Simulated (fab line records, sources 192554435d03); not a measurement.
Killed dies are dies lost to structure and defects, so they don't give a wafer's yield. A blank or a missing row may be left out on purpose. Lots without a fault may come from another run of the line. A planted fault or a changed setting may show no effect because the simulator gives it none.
Chamber matching | flow n5_finfet | N5_BEOL_M9_CURE_72 on uv_cure-02: 3 sister chambers
The step cures SiCOH lowk, time 120 s. 3 wafers are shown with their chamber, then 9 later ones without.

WAFERS WITH THEIR CHAMBER
wafer  | chamber | wafer_temp_C_max
L084.6 | 0       | 371.0
L092.3 | 1       | 371.5
L095.5 | 2       | 372.0

WAFERS WITHOUT THEIR CHAMBER
wafer  | wafer_temp_C_max
L097.2 | 372.0
L097.3 | 371.6
L097.6 | 371.9
L094.1 | 371.7
L094.4 | 371.5
L094.6 | 371.8
L096.3 | 372.0
L096.4 | 372.4
L096.6 | 372.5

WHICH CHAMBER EACH WENT THROUGH
wafer  | from the rows above     | in truth
L097.2 | 2                       | 2
L097.3 | can't be placed: 1 or 2 | 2
L097.6 | can't be placed: 2 or 1 | 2
L094.1 | can't be placed: 1 or 2 | 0
L094.4 | 1                       | 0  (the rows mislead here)
L094.6 | can't be placed: 2 or 1 | 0
L096.3 | 2                       | 2
L096.4 | 2                       | 2
L096.6 | 2                       | 2
Placed correctly: 4 of 9. Can't be placed from these rows: 4 (the true chamber is among the candidates in 2). Placed wrongly: 1.
How it was worked out, from the rows above alone: a wafer's distance from a chamber is the root of the sum, over the readings, of the square of ((its reading less the chamber's mean) divided by the reading's scatter). The wafer belongs to the nearest chamber; if the next one is less than 2 further off, it can't be placed. A chamber's mean is the mean of its shown wafers. The scatter: with one shown wafer a chamber, the root of the mean of the squares of how far each hidden wafer lies from its nearest shown one.
